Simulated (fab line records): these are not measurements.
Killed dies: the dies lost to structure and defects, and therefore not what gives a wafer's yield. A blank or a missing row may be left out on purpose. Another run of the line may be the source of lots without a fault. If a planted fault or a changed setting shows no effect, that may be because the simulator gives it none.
Split-lot study || flow n5-finfet || 39 wafers read across 7 lots, on a route 1938 steps long

SPLIT DETAILS
At N5_GATE_CUT_ETCH_58 (etches SiNx in CH3F/O2, target depth 17 nm, time 128.6 s), the setting bias-w was moved away from the recipe's 21 W on 12 of the 39 wafers read, by -17.8% to +17.7%. The other wafers ran this setting at the recipe's value.

Reading taken at the split's own step.

THE READING
rf-vpp-V, in V, at N5_GATE_CUT_ETCH_58 (etches SiNx in CH3F/O2, target depth 17 nm, time 128.6 s). On this fab line, fault-free wafers typically give 99.1 V with a standard deviation of 0.98 V.

{"wafer": "L078.1", "tool, chamber at the split": "rie-diel-05, 1", "bias-w as run, W": 24.72, "against the recipe": "+17.7%", "rf-vpp-V, V": 109.1, "against lot-mates on the recipe": "+11.0"}
{"wafer": "L078.2", "tool, chamber at the split": "rie-diel-05, 2", "bias-w as run, W": 24.72, "against the recipe": "+17.7%", "rf-vpp-V, V": 110.0, "against lot-mates on the recipe": "+11.9"}
{"wafer": "L078.3", "tool, chamber at the split": "rie-diel-05, 3", "bias-w as run, W": 21, "against the recipe": "recipe", "rf-vpp-V, V": 97.6, "against lot-mates on the recipe": "-"}
{"wafer": "L078.4", "tool, chamber at the split": "rie-diel-05, 0", "bias-w as run, W": 21, "against the recipe": "recipe", "rf-vpp-V, V": 98.1, "against lot-mates on the recipe": "-"}
{"wafer": "L078.5", "tool, chamber at the split": "rie-diel-05, 3", "bias-w as run, W": 24.72, "against the recipe": "+17.7%", "rf-vpp-V, V": 109.6, "against lot-mates on the recipe": "+11.5"}
{"wafer": "L078.6", "tool, chamber at the split": "rie-diel-05, 0", "bias-w as run, W": 21, "against the recipe": "recipe", "rf-vpp-V, V": 98.7, "against lot-mates on the recipe": "-"}
{"wafer": "L080.1", "tool, chamber at the split": "rie-diel-06, 3", "bias-w as run, W": 21, "against the recipe": "recipe", "rf-vpp-V, V": 98.2, "against lot-mates on the recipe": "-"}
{"wafer": "L080.2", "tool, chamber at the split": "rie-diel-06, 2", "bias-w as run, W": 21, "against the recipe": "recipe", "rf-vpp-V, V": 99.4, "against lot-mates on the recipe": "-"}
{"wafer": "L080.3", "tool, chamber at the split": "rie-diel-06, 0", "bias-w as run, W": 21, "against the recipe": "recipe", "rf-vpp-V, V": 99.3, "against lot-mates on the recipe": "-"}
{"wafer": "L080.4", "tool, chamber at the split": "rie-diel-06, 0", "bias-w as run, W": 21, "against the recipe": "recipe", "rf-vpp-V, V": 97.8, "against lot-mates on the recipe": "-"}
{"wafer": "L080.5", "tool, chamber at the split": "rie-diel-06, 2", "bias-w as run, W": 21, "against the recipe": "recipe", "rf-vpp-V, V": 100.5, "against lot-mates on the recipe": "-"}
{"wafer": "L080.6", "tool, chamber at the split": "rie-diel-06, 3", "bias-w as run, W": 21, "against the recipe": "recipe", "rf-vpp-V, V": 98.6, "against lot-mates on the recipe": "-"}
{"wafer": "L081.1", "tool, chamber at the split": "rie-diel-06, 0", "bias-w as run, W": 21, "against the recipe": "recipe", "rf-vpp-V, V": 99.2, "against lot-mates on the recipe": "-"}
{"wafer": "L081.2", "tool, chamber at the split": "rie-diel-06, 1", "bias-w as run, W": 21, "against the recipe": "recipe", "rf-vpp-V, V": 99.3, "against lot-mates on the recipe": "-"}
{"wafer": "L081.3", "tool, chamber at the split": "rie-diel-06, 2", "bias-w as run, W": 17.5, "against the recipe": "-16.7%", "rf-vpp-V, V": 87.9, "against lot-mates on the recipe": -11.6}
{"wafer": "L081.4", "tool, chamber at the split": "rie-diel-06, 3", "bias-w as run, W": 21, "against the recipe": "recipe", "rf-vpp-V, V": 100.1, "against lot-mates on the recipe": "-"}
{"wafer": "L081.5", "tool, chamber at the split": "rie-diel-06, 1", "bias-w as run, W": 17.5, "against the recipe": "-16.7%", "rf-vpp-V, V": 88.5, "against lot-mates on the recipe": -11.0}
{"wafer": "L081.6", "tool, chamber at the split": "rie-diel-06, 2", "bias-w as run, W": 17.5, "against the recipe": "-16.7%", "rf-vpp-V, V": 88.8, "against lot-mates on the recipe": -10.7}
{"wafer": "L083.1", "tool, chamber at the split": "rie-diel-03, 0", "bias-w as run, W": 19.79, "against the recipe": "-5.8%", "rf-vpp-V, V": 94.6, "against lot-mates on the recipe": -4.0}
{"wafer": "L083.2", "tool, chamber at the split": "rie-diel-03, 1", "bias-w as run, W": 19.79, "against the recipe": "-5.8%", "rf-vpp-V, V": 92.4, "against lot-mates on the recipe": -6.2}
{"wafer": "L083.3", "tool, chamber at the split": "rie-diel-03, 3", "bias-w as run, W": 21, "against the recipe": "recipe", "rf-vpp-V, V": 99.3, "against lot-mates on the recipe": "-"}
{"wafer": "L083.4", "tool, chamber at the split": "rie-diel-03, 1", "bias-w as run, W": 19.79, "against the recipe": "-5.8%", "rf-vpp-V, V": 94.2, "against lot-mates on the recipe": -4.4}
{"wafer": "L083.5", "tool, chamber at the split": "rie-diel-03, 3", "bias-w as run, W": 21, "against the recipe": "recipe", "rf-vpp-V, V": 98.0, "against lot-mates on the recipe": "-"}
{"wafer": "L083.6", "tool, chamber at the split": "rie-diel-03, 0", "bias-w as run, W": 21, "against the recipe": "recipe", "rf-vpp-V, V": 98.5, "against lot-mates on the recipe": "-"}
{"wafer": "L088.1", "tool, chamber at the split": "rie-diel-06, 3", "bias-w as run, W": 21, "against the recipe": "recipe", "rf-vpp-V, V": 100.2, "against lot-mates on the recipe": "-"}
{"wafer": "L088.3", "tool, chamber at the split": "rie-diel-06, 1", "bias-w as run, W": 21, "against the recipe": "recipe", "rf-vpp-V, V": 100.5, "against lot-mates on the recipe": "-"}
{"wafer": "L088.4", "tool, chamber at the split": "rie-diel-06, 2", "bias-w as run, W": 21, "against the recipe": "recipe", "rf-vpp-V, V": 99.1, "against lot-mates on the recipe": "-"}
{"wafer": "L089.1", "tool, chamber at the split": "rie-diel-03, 1", "bias-w as run, W": 21, "against the recipe": "recipe", "rf-vpp-V, V": 98.0, "against lot-mates on the recipe": "-"}
{"wafer": "L089.2", "tool, chamber at the split": "rie-diel-03, 0", "bias-w as run, W": 21, "against the recipe": "recipe", "rf-vpp-V, V": 98.4, "against lot-mates on the recipe": "-"}
{"wafer": "L089.3", "tool, chamber at the split": "rie-diel-03, 3", "bias-w as run, W": 21, "against the recipe": "recipe", "rf-vpp-V, V": 97.6, "against lot-mates on the recipe": "-"}
{"wafer": "L089.4", "tool, chamber at the split": "rie-diel-03, 2", "bias-w as run, W": 21, "against the recipe": "recipe", "rf-vpp-V, V": 100.9, "against lot-mates on the recipe": "-"}
{"wafer": "L089.5", "tool, chamber at the split": "rie-diel-03, 3", "bias-w as run, W": 21, "against the recipe": "recipe", "rf-vpp-V, V": 99.0, "against lot-mates on the recipe": "-"}
{"wafer": "L089.6", "tool, chamber at the split": "rie-diel-03, 2", "bias-w as run, W": 21, "against the recipe": "recipe", "rf-vpp-V, V": 100.6, "against lot-mates on the recipe": "-"}
{"wafer": "L092.1", "tool, chamber at the split": "rie-diel-05, 0", "bias-w as run, W": 21, "against the recipe": "recipe", "rf-vpp-V, V": 98.7, "against lot-mates on the recipe": "-"}
{"wafer": "L092.2", "tool, chamber at the split": "rie-diel-05, 1", "bias-w as run, W": 17.27, "against the recipe": "-17.8%", "rf-vpp-V, V": 86.8, "against lot-mates on the recipe": -12.9}
{"wafer": "L092.3", "tool, chamber at the split": "rie-diel-05, 2", "bias-w as run, W": 21, "against the recipe": "recipe", "rf-vpp-V, V": 100.8, "against lot-mates on the recipe": "-"}
{"wafer": "L092.4", "tool, chamber at the split": "rie-diel-05, 3", "bias-w as run, W": 17.27, "against the recipe": "-17.8%", "rf-vpp-V, V": 88.5, "against lot-mates on the recipe": -11.2}
{"wafer": "L092.5", "tool, chamber at the split": "rie-diel-05, 2", "bias-w as run, W": 21, "against the recipe": "recipe", "rf-vpp-V, V": 99.7, "against lot-mates on the recipe": "-"}
{"wafer": "L092.6", "tool, chamber at the split": "rie-diel-05, 1", "bias-w as run, W": 17.27, "against the recipe": "-17.8%", "rf-vpp-V, V": 86.7, "against lot-mates on the recipe": -13.0}

FIT RESULTS
A straight line over all 39 wafers: rf-vpp-V changes by +0.637 V for each +1% of bias-w; r = +0.98; the points scatter about the line by 1.1 V.
The same after taking each lot's own level away (the mean of its wafers on the recipe; 39 wafers): +0.673 V for each +1%; r = +0.99; scatter 0.88 V.
According to that fit, moving bias-w by its largest amount changes the reading by 12 V.
The span of the lots' own levels, 98.13 to 99.93 V, comes to 1.8 times the standard deviation stated above.
The two slopes are in agreement: the lot-to-lot level therefore moves the slope only a little.
Check: with one of the wafers moved furthest among these (-17.8%) left out of the fit, the line predicts -12 V for it against its lot-mates. Against them it came out at -12.9 V.
Tool readings at the split's step, against how far the setting was moved: rf-vpp-V r = +0.98.

THE OTHER SPLITS THESE WAFERS WENT THROUGH
Note: prior to the reading, these wafers also went through further splits. Each is held against what the fit with the lots' levels taken away leaves over:
{"other split on the same wafers": "N5_DUMMY_GATE_HM_DEP_06 time-s", "wafers away from the commonest value": 30, "r with rf-vpp-V (lot level and that fit taken away)": "+0.05"}
{"other split on the same wafers": "N5_DUMMY_GATE_ETCH_31 target-depth-a", "wafers away from the commonest value": 15, "r with rf-vpp-V (lot level and that fit taken away)": "+0.13"}
{"other split on the same wafers": "N5_HKMG_FIN_EXPOSE_46 dose-mj", "wafers away from the commonest value": 9, "r with rf-vpp-V (lot level and that fit taken away)": -0.05}

THE WHOLE CHAIN: every reading that the file lists as answering this split, in the file's order
{"step": "N5_GATE_CUT_ETCH_58", "what it does": "etches SiNx in CH3F/O2, target depth 17 nm, time 128.6 s", "reading": "rf-vpp-V", "change (the file's fit)": "+0.677 V for each +1% of the setting", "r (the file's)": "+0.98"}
{"step": "N5_GATE_CUT_ETCH_58", "what it does": "etches SiNx in CH3F/O2, target depth 17 nm, time 128.6 s", "reading": "etch.depth-nm (the simulator's own value, which no gauge read)", "change (the file's fit)": "+0.0934 nm for each +1% of the setting", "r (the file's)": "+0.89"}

FILE'S OWN FIT
rf-vpp-V changes by +0.677 V for each +1% of bias-w, r = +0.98.
